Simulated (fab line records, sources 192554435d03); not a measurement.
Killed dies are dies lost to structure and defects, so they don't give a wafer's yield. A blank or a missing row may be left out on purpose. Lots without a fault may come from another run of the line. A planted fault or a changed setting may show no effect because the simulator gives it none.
Chamber matching | flow n5_finfet | N5_BEOL_M2_STRIP_19 on rie_diel-02: 4 sister chambers
The step strips in O2. 30 wafers are shown with their chamber, then 12 later ones without.

WAFERS WITH THEIR CHAMBER
wafer  | chamber | showerhead_plenum_p_Torr (Torr) | drypump_motor_current_A (A) | oes_product_au (a.u.)
L074.4 | 0       | 2.08                            | 5.4                         | 0.73
L074.5 | 2       | 2.05                            | 5.1                         | 0.95
L074.6 | 3       | 2.21                            | 5.4                         | 0.79
L075.1 | 1       | 2.04                            | 5.1                         | 0.88
L075.2 | 3       | 2.21                            | 5.4                         | 0.79
L075.3 | 0       | 2.08                            | 5.4                         | 0.74
L075.4 | 2       | 2.05                            | 5.1                         | 0.93
L075.5 | 2       | 2.05                            | 5.1                         | 0.93
L075.6 | 3       | 2.21                            | 5.4                         | 0.79
L076.2 | 1       | 2.04                            | 5.0                         | 0.87
L076.3 | 2       | 2.05                            | 5.1                         | 0.93
L076.5 | 2       | 2.05                            | 5.1                         | 0.92
L077.1 | 1       | 2.04                            | 5.1                         | 0.86
L077.2 | 0       | 2.08                            | 5.4                         | 0.73
L077.3 | 2       | 2.05                            | 5.1                         | 0.92
L077.4 | 3       | 2.21                            | 5.4                         | 0.79
L077.5 | 0       | 2.08                            | 5.4                         | 0.73
L077.6 | 1       | 2.04                            | 5.0                         | 0.88
L082.1 | 0       | 2.08                            | 5.4                         | 0.72
L082.3 | 3       | 2.20                            | 5.4                         | 0.77
L082.5 | 2       | 2.05                            | 5.1                         | 0.90
L085.1 | 2       | 2.05                            | 5.1                         | 0.90
L085.2 | 3       | 2.20                            | 5.4                         | 0.76
L085.6 | 0       | 2.08                            | 5.4                         | 0.72
L087.3 | 1       | 2.04                            | 5.0                         | 0.84
L087.4 | 2       | 2.04                            | 5.2                         | 0.88
L087.5 | 0       | 2.08                            | 5.4                         | 0.72
L090.3 | 0       | 2.07                            | 5.4                         | 0.71
L090.4 | 1       | 2.03                            | 5.0                         | 0.83
L090.5 | 3       | 2.19                            | 5.4                         | 0.76

SIGNATURES (means of the wafers above)
reading                  | chamber 0 | chamber 1 | chamber 2 | chamber 3 | scatter within a chamber
showerhead_plenum_p_Torr | 2.0787    | 2.0383    | 2.0489    | 2.2043    | 0.00493
drypump_motor_current_A  | 5.400     | 5.033     | 5.111     | 5.400     | 0.0292
oes_product_au           | 0.7250    | 0.8600    | 0.9178    | 0.7786    | 0.0171
Rule: a wafer's distance from a chamber is the root of the sum, over the readings, of the square of ((its reading less the chamber's mean) divided by the reading's scatter). The wafer belongs to the nearest chamber; if the next one is less than 2 further off, it can't be placed. The scatter: the root of (the sum of the squares of (reading less its chamber's mean) over the shown wafers, divided by (wafers less chambers)).

WAFERS WITHOUT THEIR CHAMBER
wafer  | showerhead_plenum_p_Torr (Torr) | drypump_motor_current_A (A) | oes_product_au (a.u.)
L092.1 | 2.04                            | 5.1                         | 0.86
L092.2 | 2.19                            | 5.4                         | 0.76
L092.3 | 2.03                            | 5.0                         | 0.83
L092.4 | 2.07                            | 5.4                         | 0.71
L092.5 | 2.07                            | 5.4                         | 0.72
L092.6 | 2.19                            | 5.4                         | 0.76
L095.2 | 2.07                            | 5.4                         | 0.70
L095.3 | 2.04                            | 5.1                         | 0.85
L095.4 | 2.03                            | 5.0                         | 0.82
L097.2 | 2.07                            | 5.4                         | 0.70
L097.4 | 2.03                            | 5.0                         | 0.81
L097.5 | 2.19                            | 5.4                         | 0.75

WHICH CHAMBER EACH WENT THROUGH
wafer  | from the rows above     | in truth
L092.1 | can't be placed: 1 or 2 | 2
L092.2 | 3                       | 3
L092.3 | 1                       | 1
L092.4 | 0                       | 0
L092.5 | 0                       | 0
L092.6 | 3                       | 3
L095.2 | 0                       | 0
L095.3 | can't be placed: 1 or 2 | 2
L095.4 | 1                       | 1
L097.2 | 0                       | 0
L097.4 | 1                       | 1
L097.5 | 3                       | 3
Placed correctly: 10 of 12. Can't be placed from these rows: 2 (the true chamber is among the candidates in 2). Placed wrongly: 0.
